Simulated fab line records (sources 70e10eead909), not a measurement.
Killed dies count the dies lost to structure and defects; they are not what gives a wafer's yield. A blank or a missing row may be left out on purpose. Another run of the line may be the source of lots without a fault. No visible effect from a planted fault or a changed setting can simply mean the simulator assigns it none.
Struck lot and sound lot, side by side | flow nand_harc | 15 steps out of a route of 1302
Sound: the wafers L377.3, L377.5, L377.6. Struck: wafer L382.1. (L382.3, L382.4 of the same lot were not struck and are left out.) The cause comes at the end.
Each step with rows lists, per side, the tool, then ch with its chambers, then its first start. Under that, the readings that differ: sound wafers | struck wafers | difference of the means | sigmas: that difference in standard deviations of wafers without a fault.
alike: readings whose means differ by less than 2 such deviations, and words and numbers that are the same on both sides. not compared: withheld readings, readings that some wafer has no value for, bounds like >300 that may hide the same value, and numbers for which the record gives no deviation and whose values overlap.
The two part at a step that has a row with sigmas, a row that says differs or no value, or rows on one side only. Numbers that don't overlap but have no deviation are shown without sigmas and don't part them. A reading missing from all wafers of one side parts the sides only when that side holds two or more wafers.

first, 1 step without rows for these wafers: NHARC_A_CHANNEL_HOLE_D1_STRIP_43 (strips in O2/COS).
NHARC_A_CHANNEL_HOLE_D1_ETCH_44: etches the open film in CF4/O2, target depth 140 nm, overetch 14 nm, time 77 s.
  sound on rie_diel-06 ch 1,2, day 10 18:37; struck on rie_diel-06 ch 1, day 13 04:23
  reading             | sound             | struck | difference | sigmas
  oes_o_777_au (a.u.) | 0.995 0.995 1.002 | 1.007  | +0.010     | +2
  alike: bias_w, drypump_motor_current_A, oes_product_au, rf_vpp_V, showerhead_plenum_p_Torr, throttle_valve_pct
  not compared: rf_hours_counter_h
NHARC_A_CHANNEL_HOLE_D1_STRIP_27: strips in O2.
  sound on rie_diel-06 ch 0,1; struck on rie_diel-06 ch 3
  alike: drypump_motor_current_A, oes_product_au, rf_vpp_V, showerhead_plenum_p_Torr, throttle_valve_pct
  not compared: rf_hours_counter_h
then, 2 steps without rows for these wafers: NHARC_A_CHANNEL_HOLE_D1_PRECLEAN_28 (cleans in SC1); NHARC_A_CHANNEL_HOLE_D1_SRD_29.
NHARC_A_CHANNEL_HOLE_D1_CD_MEAS_30:
  sound on cd_sem-01 at day 10 19:25; struck on cd_sem-03 at day 13 05:11
  alike: cd_nm
after that, 1 step had no rows for these wafers: NHARC_A_CHANNEL_HOLE_D1_XSEM_31.
NHARC_A_CHANNEL_HOLE_D1_INSPECT_40:
  sound on defect_inspect-01 at day 10 19:36; struck on defect_inspect-01 at day 13 05:22
  alike: raw_defect_count
then, 2 steps without rows for these wafers: NHARC_A_CHANNEL_FILL_D1_PRECLEAN_00 (cleans in SC1); NHARC_A_CHANNEL_FILL_D1_SRD_01.
NHARC_A_CHANNEL_FILL_D1_ALD_02: deposits SiO2, target thk 6 nm, pulse time 10 s, ald cycles 60.
  sound on ald_hk-02 ch 0,3, day 10 19:52; struck on ald_hk-04 ch 0, day 13 05:36
  alike: heater_power_w, precursor_pulse_height_rel, susceptor_temp_C
  not compared: ald_cycles
NHARC_A_CHANNEL_FILL_D1_ALD_03: deposits SiNx, target thk 6 nm, pulse time 60 s, ald cycles 58.
  sound on ald_sin_batch-02 ch 0; struck on ald_sin_batch-02 ch 0
  alike: chamber_pressure_Torr, precursor_pulse_height_rel, susceptor_temp_C
  not compared: ald_cycles
NHARC_A_CHANNEL_FILL_D1_ALD_14: deposits SiO2, target thk 2.5 nm, pulse time 10 s, ald cycles 25.
  sound on ald_hk-02 ch 0,1, day 11 04:13; struck on ald_hk-02 ch 1, day 13 11:03
  reading              | sound    | struck | difference                   | sigmas
  ald_cycles           | 25 25 25 | 17     | -8                           |
  susceptor_temp_C (C) | - - -    | 300.43 | no value on the sound wafers |
  alike: heater_power_w, precursor_pulse_height_rel
NHARC_A_CHANNEL_FILL_D1_ALD_15: deposits SiNx, target thk 2 nm, pulse time 60 s, ald cycles 19.
  sound on ald_sin_batch-03 ch 0; struck on ald_sin_batch-01 ch 0
  reading              | sound | struck | difference                   | sigmas
  susceptor_temp_C (C) | - - - | 630.24 | no value on the sound wafers |
  alike: chamber_pressure_Torr, precursor_pulse_height_rel
  not compared: ald_cycles
-- break in the record here, with 15 days between the starts of the struck wafers on either side (left off in module A_CHANNEL_FILL_D1, picked up again in module END, where the first step shown is number 1302 on the route) --
NHARC_END_SORT_01:
  sound on prober-02 ch 0, day 25 22:20; struck on prober-01 ch 0, day 28 16:39
  alike: killed_at_array, killed_at_other, killed_at_periphery, killed_dies, killed_open, killed_short

== WHERE THEY PART ==
Earliest at NHARC_A_CHANNEL_HOLE_D1_ETCH_44; latest, in this record, at NHARC_A_CHANNEL_FILL_D1_ALD_15. Later steps at which nothing parts them and some readings are alike: NHARC_END_SORT_01.

WHY: whatever the simulator had introduced
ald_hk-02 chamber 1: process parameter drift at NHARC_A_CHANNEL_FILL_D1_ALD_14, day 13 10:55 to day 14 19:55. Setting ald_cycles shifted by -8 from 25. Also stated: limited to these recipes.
